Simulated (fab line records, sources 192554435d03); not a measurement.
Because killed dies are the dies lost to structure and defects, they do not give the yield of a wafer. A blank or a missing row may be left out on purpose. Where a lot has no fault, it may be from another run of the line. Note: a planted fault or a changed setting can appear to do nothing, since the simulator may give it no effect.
Lot-split experiment :: flow n5-finfet :: 21 wafers read across 7 lots, on a route 1938 steps long

SPLIT DETAILS
At N5_BEOL_M10_COAT_60 (time 60 s, resist thk 30 nm), the setting spin-rpm was moved away from the recipe's 1500 rpm on 6 of the 21 wafers read, by -7.1% to +9.5%. All remaining wafers had this setting at the recipe value.

FROM THE SPLIT TO THE READING: what the file shows between them, 4 steps
- N5_BEOL_M10_COAT_05: resist thk 90 nm
- N5_BEOL_M10_EBR_07
- N5_BEOL_M10_DESCUM_16: chemistry O2, time 7.9 s
- N5_BEOL_M10_ETCH_61: etches SiARC in CF4, target depth 39 nm, time 65 s

THE READING
SiARC_of_BEOL_M10_COAT_60.thk-nm (the simulator's own value, which no gauge read), in nm, at N5_BEOL_M10_ETCH_62 (etches SOC in N2/H2, target depth 110 nm, overetch 22 nm, time 165 s). No usual value for it is given in the file. The 15 wafers here that ran the recipe average 23.5 nm, standard deviation 0.19 nm.

wafer: L074.1
tool, chamber at the split: litho-track-02, 0
spin-rpm as run, rpm: 1500
against the recipe: recipe
SiARC_of_BEOL_M10_COAT_60.thk-nm, nm: 23.6
against lot-mates on the recipe: -

wafer: L074.6
tool, chamber at the split: litho-track-02, 0
spin-rpm as run, rpm: 1500
against the recipe: recipe
SiARC_of_BEOL_M10_COAT_60.thk-nm, nm: 23.6
against lot-mates on the recipe: -

wafer: L074.5
tool, chamber at the split: litho-track-02, 0
spin-rpm as run, rpm: 1500
against the recipe: recipe
SiARC_of_BEOL_M10_COAT_60.thk-nm, nm: 23.4
against lot-mates on the recipe: -

wafer: L075.2
tool, chamber at the split: litho-track-03, 0
spin-rpm as run, rpm: 1447
against the recipe: -3.5%
SiARC_of_BEOL_M10_COAT_60.thk-nm, nm: 24.2
against lot-mates on the recipe: +0.6

wafer: L075.5
tool, chamber at the split: litho-track-03, 0
spin-rpm as run, rpm: 1447
against the recipe: -3.5%
SiARC_of_BEOL_M10_COAT_60.thk-nm, nm: 23.8
against lot-mates on the recipe: +0.2

wafer: L075.6
tool, chamber at the split: litho-track-03, 0
spin-rpm as run, rpm: 1500
against the recipe: recipe
SiARC_of_BEOL_M10_COAT_60.thk-nm, nm: 23.6
against lot-mates on the recipe: -

wafer: L076.3
tool, chamber at the split: litho-track-03, 0
spin-rpm as run, rpm: 1500
against the recipe: recipe
SiARC_of_BEOL_M10_COAT_60.thk-nm, nm: 23.4
against lot-mates on the recipe: -

wafer: L076.4
tool, chamber at the split: litho-track-03, 0
spin-rpm as run, rpm: 1394
against the recipe: -7.1%
SiARC_of_BEOL_M10_COAT_60.thk-nm, nm: 24.6
against lot-mates on the recipe: +1.2

wafer: L076.5
tool, chamber at the split: litho-track-03, 0
spin-rpm as run, rpm: 1394
against the recipe: -7.1%
SiARC_of_BEOL_M10_COAT_60.thk-nm, nm: 24.4
against lot-mates on the recipe: +1.0

wafer: L083.1
tool, chamber at the split: litho-track-02, 0
spin-rpm as run, rpm: 1500
against the recipe: recipe
SiARC_of_BEOL_M10_COAT_60.thk-nm, nm: 23.2
against lot-mates on the recipe: -

wafer: L083.4
tool, chamber at the split: litho-track-02, 0
spin-rpm as run, rpm: 1500
against the recipe: recipe
SiARC_of_BEOL_M10_COAT_60.thk-nm, nm: 23.2
against lot-mates on the recipe: -

wafer: L083.5
tool, chamber at the split: litho-track-02, 0
spin-rpm as run, rpm: 1500
against the recipe: recipe
SiARC_of_BEOL_M10_COAT_60.thk-nm, nm: 23.4
against lot-mates on the recipe: -

wafer: L091.3
tool, chamber at the split: litho-track-02, 0
spin-rpm as run, rpm: 1500
against the recipe: recipe
SiARC_of_BEOL_M10_COAT_60.thk-nm, nm: 23.6
against lot-mates on the recipe: -

wafer: L091.4
tool, chamber at the split: litho-track-02, 0
spin-rpm as run, rpm: 1500
against the recipe: recipe
SiARC_of_BEOL_M10_COAT_60.thk-nm, nm: 23.6
against lot-mates on the recipe: -

wafer: L091.5
tool, chamber at the split: litho-track-02, 0
spin-rpm as run, rpm: 1500
against the recipe: recipe
SiARC_of_BEOL_M10_COAT_60.thk-nm, nm: 23.8
against lot-mates on the recipe: -

wafer: L094.1
tool, chamber at the split: litho-track-05, 0
spin-rpm as run, rpm: 1642
against the recipe: +9.5%
SiARC_of_BEOL_M10_COAT_60.thk-nm, nm: 22.2
against lot-mates on the recipe: -1.4

wafer: L094.2
tool, chamber at the split: litho-track-05, 0
spin-rpm as run, rpm: 1642
against the recipe: +9.5%
SiARC_of_BEOL_M10_COAT_60.thk-nm, nm: 22.4
against lot-mates on the recipe: -1.2

wafer: L094.3
tool, chamber at the split: litho-track-05, 0
spin-rpm as run, rpm: 1500
against the recipe: recipe
SiARC_of_BEOL_M10_COAT_60.thk-nm, nm: 23.6
against lot-mates on the recipe: -

wafer: L093.2
tool, chamber at the split: litho-track-03, 0
spin-rpm as run, rpm: 1500
against the recipe: recipe
SiARC_of_BEOL_M10_COAT_60.thk-nm, nm: 23.4
against lot-mates on the recipe: -

wafer: L093.3
tool, chamber at the split: litho-track-03, 0
spin-rpm as run, rpm: 1500
against the recipe: recipe
SiARC_of_BEOL_M10_COAT_60.thk-nm, nm: 23.8
against lot-mates on the recipe: -

wafer: L093.4
tool, chamber at the split: litho-track-03, 0
spin-rpm as run, rpm: 1500
against the recipe: recipe
SiARC_of_BEOL_M10_COAT_60.thk-nm, nm: 23.8
against lot-mates on the recipe: -

FIT RESULTS
A straight line over all 21 wafers: SiARC_of_BEOL_M10_COAT_60.thk-nm changes by -0.133 nm for each +1% of spin-rpm; r = -0.94; the points scatter about the line by 0.19 nm.
The same after taking each lot's own level away (the mean of its wafers on the recipe; 21 wafers): -0.141 nm for each +1%; r = -0.97; scatter 0.14 nm.
According to that fit, moving spin-rpm by its largest amount changes the reading by 1.3 nm.
From 23.27 to 23.67 nm: that is the span of the lots' own levels, equal to 2.1 times the standard deviation above.
Consequently the slope shifts little with the lot-to-lot level, the two slopes agreeing.
Check: -1.3 nm against its lot-mates is what the line predicts for one of the wafers moved furthest among these (+9.5%) when that wafer is left out of the fit. It came out at -1.4 nm against them.

THE WHOLE CHAIN: every reading that the file lists as answering this split, in the file's order
step: N5_BEOL_M10_COAT_60
what it does: time 60 s, resist thk 30 nm
reading: SiARC_of_BEOL_M10_COAT_60.thk-nm (the simulator's own value, which no gauge read)
change (the file's fit): -0.15 nm for each +1% of the setting
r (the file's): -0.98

step: N5_BEOL_M10_ETCH_61
what it does: etches SiARC in CF4, target depth 39 nm, time 65 s
reading: etch.depth-nm (the simulator's own value, which no gauge read)
change (the file's fit): -0.147 nm for each +1% of the setting
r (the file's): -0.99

step: N5_BEOL_M10_ETCH_61
what it does: etches SiARC in CF4, target depth 39 nm, time 65 s
reading: CAR-ArF_of_BEOL_M10_COAT_05.thk-nm (the simulator's own value, which no gauge read)
change (the file's fit): +0.165 nm for each +1% of the setting
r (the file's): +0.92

step: N5_BEOL_M10_ETCH_62
what it does: etches SOC in N2/H2, target depth 110 nm, overetch 22 nm, time 165 s
reading: SiARC_of_BEOL_M10_COAT_60.thk-nm (the simulator's own value, which no gauge read)
change (the file's fit): -0.141 nm for each +1% of the setting
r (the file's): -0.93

THE FILE'S OWN FIT
SiARC_of_BEOL_M10_COAT_60.thk-nm changes by -0.141 nm for each +1% of spin-rpm, r = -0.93.
